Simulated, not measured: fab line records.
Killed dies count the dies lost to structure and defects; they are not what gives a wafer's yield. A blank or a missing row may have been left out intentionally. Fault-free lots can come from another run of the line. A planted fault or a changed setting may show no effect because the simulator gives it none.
Split-lot trial :: flow n5Finfet :: 21 wafers read from 7 lots, route of 1938 steps

THE SPLIT
At N5_MOL_CONTACT_COAG_PECVD_31 (deposits SiO2 from TEOS/O2, target thk 46 nm, time 8.9 s), the setting tempC was moved away from the recipe's 400 C on 8 of the 21 wafers read, by -3.1% to +2.2%. This setting was run at the recipe's value on the other wafers.

FROM THE SPLIT TO THE READING: what the file shows between them, 13 steps
- N5_MOL_CONTACT_COAG_COAT_76: time 60 s, resist thk 10 nm (also split here: spinRpm)
- N5_MOL_CONTACT_COAG_COAT_77: time 60 s, resist thk 10 nm
- N5_MOL_CONTACT_COAG_COAT_78: resist thk 40 nm
- N5_MOL_CONTACT_COAG_DESCUM_88: chemistry O2, time 7 s
- N5_MOL_CONTACT_COAG_ETCH_89: etches underlayer in N2/H2, target depth 13 nm, time 10.4 s
- N5_MOL_CONTACT_COAG_ETCH_90: etches SiARC in CF4, target depth 13 nm, time 21.7 s
- N5_MOL_CONTACT_COAG_ALD_131: deposits SiO2, target thk 5 nm, pulse time 1 s, co reactant pulse time 1 s
- N5_MOL_CONTACT_COAG_ETCHBACK_132: etches SiO2 in CHF3, target depth 10 nm, time 6.7 s
- N5_MOL_CONTACT_COAG_ETCH_91: etches SOC in N2/H2, target depth 60 nm, overetch 21 nm, time 101.2 s
- N5_MOL_CONTACT_COAG_STRIP_92: strips in N2/H2
- N5_MOL_CONTACT_COAG_STRIP_93: strips in N2/H2
- N5_MOL_CONTACT_COAG_ETCHBACK_135: etches SiO2 in CHF3, target depth 25 nm, time 16.7 s
- N5_MOL_CONTACT_COAG_STRIP_118: strips in CHF3

THE READING
etch.depthNm (the simulator's own value, which no gauge read), in nm, at N5_MOL_CONTACT_COAG_VIA_ETCH_46 (etches SiO2 in C4F6/O2, target depth 46 nm, overetch 9.2 nm, time 40 s). The file gives no usual value for it. The 13 wafers here that ran the recipe average 46.32 nm, standard deviation 0.56 nm.

wafer: L076.1
tool, chamber at the split: pecvd-04, 0
tempC as run, C: 408.8
against the recipe: +2.2%
etch.depthNm, nm: 43.07
against lot-mates on the recipe: -3.20

wafer: L076.3
tool, chamber at the split: pecvd-04, 2
tempC as run, C: 400
against the recipe: recipe
etch.depthNm, nm: 46.27
against lot-mates on the recipe: -

wafer: L076.6
tool, chamber at the split: pecvd-04, 1
tempC as run, C: 408.8
against the recipe: +2.2%
etch.depthNm, nm: 44.73
against lot-mates on the recipe: -1.54

wafer: L082.2
tool, chamber at the split: pecvd-04, 0
tempC as run, C: 400
against the recipe: recipe
etch.depthNm, nm: 46.46
against lot-mates on the recipe: -

wafer: L082.4
tool, chamber at the split: pecvd-04, 1
tempC as run, C: 400
against the recipe: recipe
etch.depthNm, nm: 46.79
against lot-mates on the recipe: -

wafer: L082.5
tool, chamber at the split: pecvd-04, 0
tempC as run, C: 400
against the recipe: recipe
etch.depthNm, nm: 47.27
against lot-mates on the recipe: -

wafer: L088.1
tool, chamber at the split: pecvd-01, 1
tempC as run, C: 400
against the recipe: recipe
etch.depthNm, nm: 46.52
against lot-mates on the recipe: -

wafer: L088.3
tool, chamber at the split: pecvd-01, 2
tempC as run, C: 400
against the recipe: recipe
etch.depthNm, nm: 45.35
against lot-mates on the recipe: -

wafer: L088.4
tool, chamber at the split: pecvd-01, 0
tempC as run, C: 400
against the recipe: recipe
etch.depthNm, nm: 46.2
against lot-mates on the recipe: -

wafer: L090.1
tool, chamber at the split: pecvd-01, 2
tempC as run, C: 387.6
against the recipe: -3.1%
etch.depthNm, nm: 48.42
against lot-mates on the recipe: +2.41

wafer: L090.2
tool, chamber at the split: pecvd-01, 0
tempC as run, C: 400
against the recipe: recipe
etch.depthNm, nm: 46.01
against lot-mates on the recipe: -

wafer: L090.3
tool, chamber at the split: pecvd-01, 1
tempC as run, C: 387.6
against the recipe: -3.1%
etch.depthNm, nm: 49.43
against lot-mates on the recipe: +3.42

wafer: L091.3
tool, chamber at the split: pecvd-02, 2
tempC as run, C: 405.6
against the recipe: +1.4%
etch.depthNm, nm: 44.84
against lot-mates on the recipe: -2.29

wafer: L091.4
tool, chamber at the split: pecvd-02, 1
tempC as run, C: 400
against the recipe: recipe
etch.depthNm, nm: 47.13
against lot-mates on the recipe: -

wafer: L091.6
tool, chamber at the split: pecvd-02, 2
tempC as run, C: 405.6
against the recipe: +1.4%
etch.depthNm, nm: 45.69
against lot-mates on the recipe: -1.44

wafer: L092.1
tool, chamber at the split: pecvd-02, 1
tempC as run, C: 400
against the recipe: recipe
etch.depthNm, nm: 45.59
against lot-mates on the recipe: -

wafer: L092.3
tool, chamber at the split: pecvd-02, 0
tempC as run, C: 400
against the recipe: recipe
etch.depthNm, nm: 45.71
against lot-mates on the recipe: -

wafer: L092.4
tool, chamber at the split: pecvd-02, 0
tempC as run, C: 400
against the recipe: recipe
etch.depthNm, nm: 46.8
against lot-mates on the recipe: -

wafer: L096.2
tool, chamber at the split: pecvd-04, 2
tempC as run, C: 392.4
against the recipe: -1.9%
etch.depthNm, nm: 47.96
against lot-mates on the recipe: +1.84

wafer: L096.3
tool, chamber at the split: pecvd-04, 1
tempC as run, C: 400
against the recipe: recipe
etch.depthNm, nm: 46.12
against lot-mates on the recipe: -

wafer: L096.5
tool, chamber at the split: pecvd-04, 1
tempC as run, C: 392.4
against the recipe: -1.9%
etch.depthNm, nm: 48.78
against lot-mates on the recipe: +2.66

FIT RESULTS
A straight line over all 21 wafers: etch.depthNm changes by -0.938 nm for each +1% of tempC; r = -0.91; the points scatter about the line by 0.62 nm.
The same after taking each lot's own level away (the mean of its wafers on the recipe; 21 wafers): -1.06 nm for each +1%; r = -0.95; scatter 0.52 nm.
According to that fit, moving tempC by its largest amount changes the reading by 3.3 nm.
The span of the lots' own levels, 46.010 to 47.130 nm, comes to 2.0 times the standard deviation stated above.
Hence the slope depends on the lot-to-lot level, as the two fits are not the same.
Check: with one of the wafers moved furthest among these (-3.1%) left out of the fit, the line predicts +3.53 nm for it against its lot-mates. Against them it came out at +2.41 nm.

ADDITIONAL SPLITS CARRIED BY THESE WAFERS
These wafers also went through other splits before the reading. Each is held against what the fit with the lots' levels taken away leaves over:
other split on the same wafers: N5_SDB_EXPOSE_08 doseMj
wafers away from the commonest value: 10
r with etch.depthNm (lot level and that fit taken away): -0.29

other split on the same wafers: N5_HKMG_FIN_ETCH_54 sourceW
wafers away from the commonest value: 7
r with etch.depthNm (lot level and that fit taken away): +0.28

other split on the same wafers: N5_MOL_CONTACT_COAG_COAT_76 spinRpm
wafers away from the commonest value: 4
r with etch.depthNm (lot level and that fit taken away): -0.40

THE WHOLE CHAIN: every reading that the file lists as answering this split, in the file's order
step: N5_MOL_CONTACT_COAG_PECVD_31
what it does: deposits SiO2 from TEOS/O2, target thk 46 nm, time 8.9 s
reading: SiO2_of_MOL_CONTACT_COAG_PECVD_31.thkNm (the simulator's own value, which no gauge read)
change (the file's fit): -1.05 nm for each +1% of the setting
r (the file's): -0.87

step: N5_MOL_CONTACT_COAG_VIA_ETCH_46
what it does: etches SiO2 in C4F6/O2, target depth 46 nm, overetch 9.2 nm, time 40 s
reading: etch.depthNm (the simulator's own value, which no gauge read)
change (the file's fit): -1.06 nm for each +1% of the setting
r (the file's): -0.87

FILE'S OWN FIT
etch.depthNm changes by -1.06 nm for each +1% of tempC, r = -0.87.
